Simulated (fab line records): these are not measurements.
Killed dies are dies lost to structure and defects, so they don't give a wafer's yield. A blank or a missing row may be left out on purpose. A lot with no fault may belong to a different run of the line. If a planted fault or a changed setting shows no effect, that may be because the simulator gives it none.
Matching of chambers :: flow n5 finfet :: 4 sister chambers for N5_MOL_CONTACT_COAG_CMP_23 on cmp-04
The step polishes, stops on SiO2, t overpolish 1.5 s, target thk 0 nm. 4 wafers are shown with their chamber, then 12 later ones without.

## WAFERS, EACH WITH ITS CHAMBER
wafer: L083.6
chamber: 0
motor current A (A): 8.2

wafer: L086.1
chamber: 3
motor current A (A): 7.3

wafer: L086.3
chamber: 2
motor current A (A): 8.3

wafer: L086.5
chamber: 1
motor current A (A): 7.3

## WAFERS MISSING THEIR CHAMBER
wafer: L087.1
motor current A (A): 7.0

wafer: L087.4
motor current A (A): 8.0

wafer: L087.5
motor current A (A): 8.3

wafer: L088.1
motor current A (A): 8.7

wafer: L088.3
motor current A (A): 7.4

wafer: L088.4
motor current A (A): 6.9

wafer: L097.1
motor current A (A): 7.4

wafer: L097.3
motor current A (A): 7.7

wafer: L097.5
motor current A (A): 7.7

wafer: L096.1
motor current A (A): 8.0

wafer: L096.3
motor current A (A): 7.1

wafer: L096.5
motor current A (A): 7.3

## WHICH CHAMBER EACH ONE RAN IN
wafer: L087.1
from the rows above: can't be placed: 1 or 3
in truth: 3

wafer: L087.4
from the rows above: can't be placed: 0 or 2 or 1 or 3
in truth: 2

wafer: L087.5
from the rows above: can't be placed: 2 or 0
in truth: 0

wafer: L088.1
from the rows above: can't be placed: 2 or 0
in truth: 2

wafer: L088.3
from the rows above: can't be placed: 1 or 3
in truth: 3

wafer: L088.4
from the rows above: can't be placed: 1 or 3
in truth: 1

wafer: L097.1
from the rows above: can't be placed: 1 or 3
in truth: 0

wafer: L097.3
from the rows above: can't be placed: 1 or 3 or 0 or 2
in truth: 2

wafer: L097.5
from the rows above: can't be placed: 1 or 3 or 0 or 2
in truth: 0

wafer: L096.1
from the rows above: can't be placed: 0 or 2 or 1 or 3
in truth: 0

wafer: L096.3
from the rows above: can't be placed: 1 or 3
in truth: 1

wafer: L096.5
from the rows above: can't be placed: 1 or 3
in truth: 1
Correctly placed: 0 of 12. These rows do not allow placing 12 (true chamber among the candidates in 11). Wrongly placed: 0.
How it was worked out, from the rows above alone: a wafer's distance from a chamber is the root of the sum, over the readings, of the square of ((its reading less the chamber's mean) divided by the reading's scatter). If the next closest chamber is less than 2 further off than the closest, the wafer can't be placed; otherwise it belongs to the closest. A chamber's mean is the mean of its shown wafers. The scatter: with one shown wafer a chamber, the root of the mean of the squares of how far each hidden wafer lies from its nearest shown one.
